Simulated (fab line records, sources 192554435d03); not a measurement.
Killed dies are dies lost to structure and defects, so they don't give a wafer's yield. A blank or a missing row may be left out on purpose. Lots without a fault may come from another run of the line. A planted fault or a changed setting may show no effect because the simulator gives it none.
Chamber matching | flow n5_finfet | N5_BEOL_M9_CMP_52 on cmp-04: 4 sister chambers
The step polishes, stops on SiCOH lowk, t overpolish 7 s, target thk 140 nm. 14 wafers are shown with their chamber, then 7 later ones without.

WAFERS WITH THEIR CHAMBER
wafer  | chamber | motor_current_A (A) | time_to_endpoint_s (s) | barrier_field_endpoint_s (s)
L077.2 | 1       | 5.1                 | 65.9                   | 28.2
L077.5 | 2       | 6.3                 | 68.4                   | 29.0
L077.6 | 1       | 5.0                 | 68.1                   | 29.5
L076.1 | 1       | 4.8                 | 64.1                   | 27.7
L076.2 | 0       | 6.8                 | 63.0                   | 28.4
L076.4 | 3       | 6.3                 | 65.7                   | 28.8
L075.2 | 2       | 6.0                 | 69.8                   | 29.6
L075.3 | 3       | 6.4                 | 65.4                   | 28.4
L075.6 | 2       | 6.2                 | 67.0                   | 29.1
L081.2 | 1       | 5.5                 | 64.7                   | 28.8
L081.5 | 2       | 6.2                 | 65.3                   | 29.0
L081.6 | 3       | 5.9                 | 65.4                   | 28.3
L084.2 | 3       | 6.5                 | 64.3                   | 28.3
L084.4 | 0       | 6.8                 | 61.5                   | 27.9

SIGNATURES (means of the wafers above)
reading                  | chamber 0 | chamber 1 | chamber 2 | chamber 3 | scatter within a chamber
motor_current_A          | 6.800     | 5.100     | 6.175     | 6.275     | 0.227
time_to_endpoint_s       | 62.250    | 65.700    | 67.625    | 65.200    | 1.51
barrier_field_endpoint_s | 28.150    | 28.550    | 29.175    | 28.450    | 0.485
Rule: a wafer's distance from a chamber is the root of the sum, over the readings, of the square of ((its reading less the chamber's mean) divided by the reading's scatter). The wafer belongs to the nearest chamber; if the next one is less than 2 further off, it can't be placed. The scatter: the root of (the sum of the squares of (reading less its chamber's mean) over the shown wafers, divided by (wafers less chambers)).

WAFERS WITHOUT THEIR CHAMBER
wafer  | motor_current_A (A) | time_to_endpoint_s (s) | barrier_field_endpoint_s (s)
L084.5 | 5.8                 | 66.7                   | 28.8
L097.1 | 6.6                 | 68.3                   | 29.4
L097.2 | 6.9                 | 69.8                   | 28.9
L097.5 | 6.3                 | 71.5                   | 30.3
L095.4 | 5.4                 | 66.4                   | 29.5
L095.5 | 5.2                 | 66.0                   | 29.3
L095.6 | 5.9                 | 64.0                   | 29.3

WHICH CHAMBER EACH WENT THROUGH
wafer  | from the rows above          | in truth
L084.5 | can't be placed: 2 or 3 or 1 | 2
L097.1 | can't be placed: 2 or 3      | 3
L097.2 | can't be placed: 2 or 3 or 0 | 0
L097.5 | 2                            | 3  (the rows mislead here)
L095.4 | can't be placed: 1 or 2      | 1
L095.5 | 1                            | 1
L095.6 | can't be placed: 3 or 2 or 1 | 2
Placed correctly: 1 of 7. Can't be placed from these rows: 5 (the true chamber is among the candidates in 5). Placed wrongly: 1.
